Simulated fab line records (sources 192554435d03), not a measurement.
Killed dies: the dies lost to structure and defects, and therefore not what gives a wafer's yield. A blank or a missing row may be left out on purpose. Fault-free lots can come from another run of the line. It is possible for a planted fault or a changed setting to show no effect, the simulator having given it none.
Chamber matching + flow n5 finfet + 4 sister chambers for N5_BEOL_M0_SAQP_SPACER2_ALD_26 on ald sin-01
The step deposits SiO2, target thk 15 nm, pulse time 1 s, purge time 2 s. 8 wafers are shown with their chamber, then 7 later ones without.

## WAFERS, EACH WITH ITS CHAMBER
| wafer  | chamber | heater power w (W) | precursor pulse height rel |
|--------|---------|--------------------|----------------------------|
| L082.4 | 1       | 446                | 0.997                      |
| L086.3 | 3       | 457                | 1.019                      |
| L086.6 | 2       | 440                | 0.988                      |
| L090.3 | 1       | 446                | 1.004                      |
| L090.4 | 3       | 451                | 1.006                      |
| L090.6 | 0       | 518                | 0.946                      |
| L092.1 | 0       | 523                | 1.007                      |
| L092.2 | 2       | 447                | 1.011                      |

## WAFERS MISSING THEIR CHAMBER
| wafer  | heater power w (W) | precursor pulse height rel |
|--------|--------------------|----------------------------|
| L092.5 | 441                | 1.023                      |
| L093.3 | 440                | 1.031                      |
| L093.5 | 440                | 1.025                      |
| L093.6 | 448                | 0.989                      |
| L097.2 | 443                | 1.020                      |
| L097.3 | 470                | 0.990                      |
| L097.6 | 457                | 1.035                      |

## WHICH CHAMBER EACH WENT THROUGH
| wafer  | from the rows above          | in truth |
|--------|------------------------------|----------|
| L092.5 | can't be placed: 2 or 1      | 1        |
| L093.3 | can't be placed: 2 or 1      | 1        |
| L093.5 | can't be placed: 2 or 1      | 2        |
| L093.6 | can't be placed: 1 or 2 or 3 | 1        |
| L097.2 | can't be placed: 2 or 1      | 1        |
| L097.3 | 3                            | 3        |
| L097.6 | 3                            | 3        |
Correct placement for 2 of the 7. Unplaceable from these rows: 5, with the true chamber sitting among the candidates in 5. Placed wrongly: 0.
How it was worked out, from the rows above alone: a wafer's distance from a chamber is the root of the sum, over the readings, of the square of ((its reading less the chamber's mean) divided by the reading's scatter). The wafer belongs to the nearest chamber; if the next one is less than 2 further off, it can't be placed. Each chamber's mean is taken over the wafers shown for it. The scatter: take each reading less its chamber's mean, square it, sum over the shown wafers, divide by the number of wafers less the number of chambers, and take the root.
